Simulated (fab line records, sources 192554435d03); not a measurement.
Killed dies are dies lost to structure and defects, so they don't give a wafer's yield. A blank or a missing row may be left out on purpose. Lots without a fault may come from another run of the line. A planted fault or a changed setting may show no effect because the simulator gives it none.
Chamber matching | flow n5_finfet | N5_SDB_ALD_29 on ald_sin-04: 4 sister chambers
The step deposits SiNx, target thk 30 nm, pulse time 1 s, ald cycles 600. 16 wafers are shown with their chamber, then 8 later ones without.

WAFERS WITH THEIR CHAMBER
wafer  | chamber | heater_power_w (W) | precursor_pulse_height_rel
L074.2 | 0       | 968                | 1.015
L074.5 | 0       | 949                | 0.979
L074.6 | 3       | 668                | 1.015
L079.3 | 3       | 661                | 1.015
L079.5 | 0       | 955                | 1.018
L079.6 | 1       | 759                | 1.000
L082.2 | 2       | 922                | 0.975
L082.3 | 0       | 924                | 0.991
L082.6 | 1       | 778                | 1.017
L083.2 | 0       | 929                | 1.022
L083.5 | 3       | 666                | 0.965
L083.6 | 2       | 889                | 0.989
L088.2 | 2       | 877                | 1.016
L088.5 | 1       | 784                | 1.027
L088.6 | 0       | 924                | 1.024
L091.2 | 3       | 686                | 0.960

SIGNATURES (means of the wafers above)
reading                    | chamber 0 | chamber 1 | chamber 2 | chamber 3 | scatter within a chamber
heater_power_w             | 941.50    | 773.67    | 896.00    | 670.25    | 17.1
precursor_pulse_height_rel | 1.00817   | 1.01467   | 0.99333   | 0.98875   | 0.0219
Rule: a wafer's distance from a chamber is the root of the sum, over the readings, of the square of ((its reading less the chamber's mean) divided by the reading's scatter). The wafer belongs to the nearest chamber; if the next one is less than 2 further off, it can't be placed. The scatter: the root of (the sum of the squares of (reading less its chamber's mean) over the shown wafers, divided by (wafers less chambers)).

WAFERS WITHOUT THEIR CHAMBER
wafer  | heater_power_w (W) | precursor_pulse_height_rel
L091.5 | 918                | 1.013
L091.6 | 757                | 1.003
L094.1 | 674                | 0.999
L094.4 | 881                | 0.991
L094.5 | 776                | 0.987
L095.1 | 680                | 0.979
L095.3 | 926                | 0.984
L095.4 | 765                | 1.018

WHICH CHAMBER EACH WENT THROUGH
wafer  | from the rows above     | in truth
L091.5 | can't be placed: 0 or 2 | 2
L091.6 | 1                       | 1
L094.1 | 3                       | 3
L094.4 | 2                       | 2
L094.5 | 1                       | 1
L095.1 | 3                       | 3
L095.3 | can't be placed: 0 or 2 | 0
L095.4 | 1                       | 1
Placed correctly: 6 of 8. Can't be placed from these rows: 2 (the true chamber is among the candidates in 2). Placed wrongly: 0.
